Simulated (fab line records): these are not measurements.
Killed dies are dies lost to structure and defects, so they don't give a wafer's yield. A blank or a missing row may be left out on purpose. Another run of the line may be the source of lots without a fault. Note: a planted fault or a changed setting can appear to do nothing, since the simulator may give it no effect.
A lot that was struck, set against a sound lot	flow n5_finfet	14 steps out of a route of 1938
Sound: these wafers, L415.3, L415.4, L415.6. Wafers L408.1, L408.4, L408.5 were the ones struck. The cause is given at the end.
Order at every step that has rows: each side's tool, ch and its chambers, its first start. Under that, the readings that differ: sound wafers	struck wafers	difference of the means	sigmas: that difference in standard deviations of wafers without a fault.
alike: readings whose means differ by less than 2 such deviations, and words and numbers that are the same on both sides. not compared: withheld readings, readings that some wafer has no value for, bounds like >300 that may hide the same value, and numbers for which the record gives no deviation and whose values overlap.
Wherever a step has rows on one side only, a row that says differs or no value, or a row with sigmas, the two part there. Numbers that have no deviation but don't overlap get no sigmas and don't part them. A reading that every wafer of one side lacks parts them only if that side has two wafers or more.

N5_BEOL_M10_RS_MEAS_57: a four-point-probe measurement.
  sound on film_metro-02, day 15 05:07; struck on film_metro-02, day 13 07:28
  alike: M10_RS
N5_BEOL_M10_INSPECT_58: inspects for defects (darkfield).
  sound on defect_inspect-02, day 15 05:09; struck on defect_inspect-02, day 13 07:30
  alike: raw_defect_count
N5_BEOL_M11_ILD_DEP_00: deposits SiCOH lowk from DEMS/porogen, target thk 308.51 nm, time 58 s.
  sound on pecvd-03 ch 0,2, day 15 05:13; struck on pecvd-02 ch 1,2, day 13 07:32
  alike: heater_power_w, showerhead_plenum_p_Torr, throttle_valve_pct
  not compared: since_wet_clean_h
N5_BEOL_M11_CURE_71: cures SiCOH lowk, time 240 s.
  sound on uv_cure-02 ch 2, day 15 05:27; struck on uv_cure-01 ch 2, day 13 07:37
  alike: lamp_power_pct, wafer_temp_C_max
N5_BEOL_M11_THK_MEAS_01:
  sound on film_metro-02, day 15 05:49; struck on film_metro-01, day 13 08:07
  alike: M11_ILD_THK
N5_BEOL_M11_PECVD_70: deposits SiO2 from TEOS/O2, target thk 20 nm, time 22.7 s.
  sound on pecvd-03 ch 1,2, day 15 05:50; struck on pecvd-03 ch 0,1, day 13 08:10
  alike: heater_power_w, showerhead_plenum_p_Torr, throttle_valve_pct
  not compared: since_wet_clean_h
N5_BEOL_M11_HM_DEP_02: deposits TiN, target thk 20 nm.
  sound on pvd_sputter-02, day 15 07:33; struck on pvd_sputter-02, day 13 09:39
  alike: throttle_valve_pct
then, 5 steps without rows for these wafers: N5_BEOL_M11_COAT_59 (time 60 s, resist thk 100 nm); N5_BEOL_M11_COAT_60 (time 60 s, resist thk 30 nm); N5_BEOL_M11_COAT_05 (resist thk 90 nm); N5_BEOL_M11_EBR_07; N5_BEOL_M11_SOFTBAKE_06 (time 60 s).
N5_BEOL_M11_EXPOSE_08: exposes mask M11.
  struck on arfi_scanner-01, day 13 10:01; sound on arfi_scanner-03 ch 0, day 15 07:56
  no value came back on the struck wafers for dipole_opening_deg (degrees), exposure_dose_mJ_cm2; on the sound wafers dipole_opening_deg (degrees) reads 40 40 40
  alike: mask
then, 1 step without rows for these wafers: N5_BEOL_M11_PEB_09 (peb time 60 s).

## WHERE THEY PART
Only at N5_BEOL_M11_EXPOSE_08, as far as this record shows.

WHY: what the simulator had put in
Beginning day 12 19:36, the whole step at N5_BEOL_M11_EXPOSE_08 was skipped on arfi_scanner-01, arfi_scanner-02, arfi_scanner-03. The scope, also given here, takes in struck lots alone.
